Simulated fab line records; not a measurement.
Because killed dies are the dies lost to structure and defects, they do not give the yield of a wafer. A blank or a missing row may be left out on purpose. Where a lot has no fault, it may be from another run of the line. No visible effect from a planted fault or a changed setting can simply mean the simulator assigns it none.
Code-filled problem report in 8D (eight disciplines) form | flow n5-finfet | the parts of the form that need people (team, actions taken, sign-off) are left out

## 1. PROBLEM STATEMENT
Wafers without a fault read 1500.0 rpm, standard deviation 1; spin-speed-rpm at N5_FIN_SAQP_COAT_49 reads a mean of 1544.4 rpm on 6 wafers belonging to 2 lots. That puts it +44 standard deviations away from the usual mean.
The step: time 60 s, resist thk 100 nm.
Seen first at day 5 15:01 on litho-track-05, wafer L598.2. The record holds 30 wafers of 10 lots with a number at this step. The rule behind "out" and "out of limits": a value lying over 4 standard deviations away from the usual mean. The other wafers with a number count as sound.

## 2. WHAT IT IS, WHAT IT ISN'T
question                    | is                     | is not
which readings at this step | spin-speed-rpm         | exhaust-pa
which lots                  | L598, L599             | L583, L587, L591, L592, L601, L603, L604, L606
which wafers of those lots  | all that have a number | -
read on which tools         | litho-track-05         | litho-track-01, litho-track-04
when                        | from day 5 15:01       | up to then (12 sound wafers); but 12 sound wafers of L601, L603, L604, L606 came after

## 3. WHAT RULES OUT EACH SUSPECT
Counting: any tool at a process step up to the reading is kept as a suspect provided that every lot that is out went through it and no sound lot did after the first of them.
- litho-track-05 at N5_FIN_SAQP_COAT_49 (time 60 s, resist thk 100 nm): kept. Every lot that is out went through it, starting with L598 (day 5 15:01), and after that it ran no sound lot; the last sound lot it ran before then is L591 (day 3 21:25). Its own spin-speed-rpm readings are out on those wafers.
Left after counting: litho-track-05 at N5_FIN_SAQP_COAT_49.

## 4. THE CAUSE (what the simulator had put in)
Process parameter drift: litho-track-05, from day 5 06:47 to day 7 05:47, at N5_FIN_SAQP_COAT_49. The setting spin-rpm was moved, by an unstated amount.
The count eliminated every tool but this one.

## 5. THE EFFECT CHAIN, in route order
Each row: a reading whose mean over the struck wafers that have a number lies more than 3 standard deviations from the usual. Readings are gone through only where the record gives a usual standard deviation; hours: the median, over the lots, of the time from a lot's start at the first step in this table giving one to that lot's start at this step; sigmas: the change measured in usual standard deviations.
hours | step                | reading        | usual      | on struck wafers | change | sigmas
0     | N5_FIN_SAQP_COAT_49 | spin-speed-rpm | 1500.0 rpm | 1544.4           | +44.4  | +44
The process steps in it:
- N5_FIN_SAQP_COAT_49: time 60 s, resist thk 100 nm.
Later steps that measure or inspect, where all struck wafers having a row at the step show a number for every such reading and not one has moved that far: N5_FIN_SAQP_CD_MEAS_16, N5_BEOL_M4_RC_MEAS_101.

## 6. HOW IT WOULD HAVE BEEN CAUGHT EARLIER
The fault began at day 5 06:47; the first out-of-limits reading in this record came at day 5 15:01, 8 hours later.
